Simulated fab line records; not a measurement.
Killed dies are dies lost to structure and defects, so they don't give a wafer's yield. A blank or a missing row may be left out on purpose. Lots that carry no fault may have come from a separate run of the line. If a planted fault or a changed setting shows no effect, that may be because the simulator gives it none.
Code-filled problem report in 8D (eight disciplines) form + flow n5_finfet + the parts of the form that need people (team, actions taken, sign-off) are left out

## 1. THE PROBLEM
Mean of spin_speed_rpm at N5_BEOL_M9_COAT_60: 1591.6 rpm across 6 wafers in 2 lots; on wafers with no fault it is 1500.0 rpm (standard deviation 0.96). Relative to the usual mean, that is a shift of +95 standard deviations.
The step: time 60 s, resist thk 30 nm.
Earliest sighting: wafer L621.1 on litho_track-04 at day 14 11:13. Wafers with a number at this step in the record: 12, from 4 lots. Rule for "out", or "out of limits": more than 4 standard deviations from the usual mean. Any other wafer with a number is counted as sound.

## 2. WHAT IT IS, WHAT IT ISN'T
| question                    | is                     | is not                                                             |
|-----------------------------|------------------------|--------------------------------------------------------------------|
| which readings at this step | spin_speed_rpm         | -                                                                  |
| which lots                  | L621, L623             | L606, L627                                                         |
| which wafers of those lots  | all that have a number | -                                                                  |
| read on which tools         | litho_track-04         | litho_track-03                                                     |
| when                        | from day 14 11:13      | up to then (3 sound wafers); but 3 sound wafers of L627 came after |

## 3. THE SUSPECTS, EACH WITH WHAT RULES IT OUT
Counting: a tool at any process step up to the reading remains a suspect when it ran all the lots that are out and ran no sound lot after the first of those.
- litho_track-04 at N5_BEOL_M9_COAT_60 (time 60 s, resist thk 30 nm): kept. It ran every lot that is out, first L621 (day 14 11:13), and no sound lot after that; its last sound lot up to then is L606 (day 9 21:22). Out on those wafers are its own readings of spin_speed_rpm.
Left after counting: litho_track-04 at N5_BEOL_M9_COAT_60.

## 4. THE CAUSE (what the simulator had put in)
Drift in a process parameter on litho_track-04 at N5_BEOL_M9_COAT_60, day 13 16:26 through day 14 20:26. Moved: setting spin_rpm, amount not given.
The count eliminated every tool but this one.

## 5. THE CHAIN OF EFFECTS, in route order
Each row: a reading whose mean over the struck wafers that have a number lies more than 3 standard deviations from the usual. Scope: only readings with a usual standard deviation given in the record; hours: median across lots of the time from each lot's start at the first step in this table that gives one to its start at this step; sigmas: change in usual standard deviations.
| hours | step               | reading        | usual      | on struck wafers | change | sigmas |
|-------|--------------------|----------------|------------|------------------|--------|--------|
| 0     | N5_BEOL_M9_COAT_60 | spin_speed_rpm | 1500.0 rpm | 1591.6           | +91.6  | +95    |
The process steps in it:
- N5_BEOL_M9_COAT_60: time 60 s, resist thk 30 nm.

## 6. HOW IT WOULD HAVE BEEN CAUGHT EARLIER
First out-of-limits reading in this record: day 14 11:13, which is 19 hours after fault onset at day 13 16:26.
